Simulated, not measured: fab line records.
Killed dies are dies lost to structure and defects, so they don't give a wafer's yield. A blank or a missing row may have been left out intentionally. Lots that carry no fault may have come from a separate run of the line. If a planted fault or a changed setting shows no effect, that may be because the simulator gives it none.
A struck lot beside a sound one / flow nand harc / 14 steps out of a route of 1302
Sound: the wafers L290.1, L290.4, L290.5. Struck: wafers L296.2, L296.3. The cause is given at the end.
Order at every step that has rows: each side's tool, ch and its chambers, its first start. Under that, the readings that differ: sound wafers / struck wafers / difference of the means / sigmas: that difference in standard deviations of wafers without a fault.
alike: same words and numbers on both sides, and readings whose means sit less than 2 such deviations apart. not compared: any withheld reading, any reading some wafer has no value for, any bound like >300 that may hide the same value, and any number with overlapping values for which the record gives no deviation.
A row with sigmas, a row that says differs or no value, or rows on one side alone: a step with any of these is where the two part. When numbers do not overlap yet have no deviation, they are printed without sigmas and do not part them. Lack of a reading on every wafer of one side parts them only where that side has two or more wafers.

first, 2 steps without rows for these wafers: NHARC_A_DECK1_JOINT_ANNEAL_28 (time 1800 s); NHARC_A_DECK1_JOINT_ANNEAL_29 (time 1800 s).
NHARC_A_DECK1_JOINT_CMP_02: polishes SiOx.
  sound on cmp-02 ch 0,3, day 15 10:58; struck on cmp-01 ch 2,3, day 17 20:25
  alike: motor current A
after that, 1 step had no rows for these wafers: NHARC_A_DECK1_JOINT_SRD_15.
NHARC_A_DECK1_JOINT_DEP_16: deposits SiO2, target thk 45 nm.
  sound on pecvd-01 ch 0,1,2, day 15 11:25; struck on pecvd-02 ch 0,2, day 17 20:49
  alike: heater power w, throttle valve pct
NHARC_A_DECK1_JOINT_THK_MEAS_17: measures by ellipsometry.
  sound on film metro-02, day 15 11:39; struck on film metro-01, day 17 21:05
  alike: thk nm
NHARC_A_DECK1_JOINT_INSPECT_05:
  sound on defect inspect-02, day 15 11:41; struck on defect inspect-02, day 17 21:07
  alike: raw defect count
following that, 1 step holds no rows for these wafers, namely NHARC_A_ONON_D2_DEP_00 (target thickness 1000 nm).
NHARC_A_ONON_D2_THK_MEAS_02: measures by ellipsometry.
  sound on film metro-02, day 15 12:16; struck on film metro-01, day 17 21:42
  alike: thk nm
following that, 1 step holds no rows for these wafers, namely NHARC_A_ONON_D2_DEP_03 (target thickness 1000 nm).
NHARC_A_ONON_D2_THK_MEAS_05: measures by ellipsometry.
  sound on film metro-02, day 15 12:50; struck on film metro-02, day 17 22:16
  alike: thk nm
NHARC_A_ONON_D2_DEP_06: target thk 1000 nm.
  sound on pecvd onon-02 ch 0, day 15 12:53; struck on pecvd onon-02 ch 0, day 17 22:23
NHARC_A_ONON_D2_THK_MEAS_08: measures by ellipsometry.
  sound on film metro-02, day 15 13:24; struck on film metro-02, day 17 22:50
reading=thk nm (nm); sound=1003 1003 1003; struck=1502 1505; difference=+500; sigmas=+52
following that, 1 step holds no rows for these wafers, namely NHARC_A_ONON_D2_DEP_09 (target thickness 1000 nm).

WHERE THEY PART
At NHARC_A_ONON_D2_THK_MEAS_08 and nowhere else, as far as this record goes.

WHY: what had been put in by the simulator
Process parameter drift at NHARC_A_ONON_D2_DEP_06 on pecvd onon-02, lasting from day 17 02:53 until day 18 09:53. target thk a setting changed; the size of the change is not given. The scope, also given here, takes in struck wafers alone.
